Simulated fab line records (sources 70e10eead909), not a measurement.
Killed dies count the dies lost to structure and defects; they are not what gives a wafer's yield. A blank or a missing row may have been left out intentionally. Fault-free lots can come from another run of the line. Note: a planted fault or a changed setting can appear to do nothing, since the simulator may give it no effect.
Chamber matching	flow nand-harc	NHARC_A_BONDPAD_CMP_19 on cmp-02: 4 sister chambers
The step polishes, t overpolish 30 s, cu recess touch 16 s, target thk 169.82 nm. 4 wafers are shown with their chamber, then 8 later ones without.

## WAFERS PAIRED WITH THEIR CHAMBERS
wafer	chamber	motor-current-A (A)
L385.6	3	10.9
L386.1	0	12.4
L386.4	1	12.1
L389.4	2	12.8

## WAFERS MISSING THEIR CHAMBER
wafer	motor-current-A (A)
L389.5	12.6
L389.6	11.3
L391.1	13.2
L391.4	12.1
L391.5	11.6
L392.1	12.9
L392.3	12.9
L392.5	11.5

## EACH ONE'S CHAMBER
wafer	from the rows above	in truth
L389.5	can't be placed: 0 or 2 or 1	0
L389.6	can't be placed: 3 or 1 or 0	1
L391.1	can't be placed: 2 or 0 or 1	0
L391.4	can't be placed: 1 or 0 or 2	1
L391.5	can't be placed: 1 or 3 or 0 or 2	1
L392.1	can't be placed: 2 or 0 or 1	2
L392.3	can't be placed: 2 or 0 or 1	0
L392.5	can't be placed: 1 or 3 or 0 or 2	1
Correct placement for 0 of the 8. These rows do not allow placing 8 (true chamber among the candidates in 8). Number placed wrongly: 0.
How it was worked out, from the rows above alone: a wafer's distance from a chamber is the root of the sum, over the readings, of the square of ((its reading less the chamber's mean) divided by the reading's scatter). If the next closest chamber is less than 2 further off than the closest, the wafer can't be placed; otherwise it belongs to the closest. Each chamber's mean is taken over the wafers shown for it. The scatter: with one shown wafer a chamber, the root of the mean of the squares of how far each hidden wafer lies from its nearest shown one.
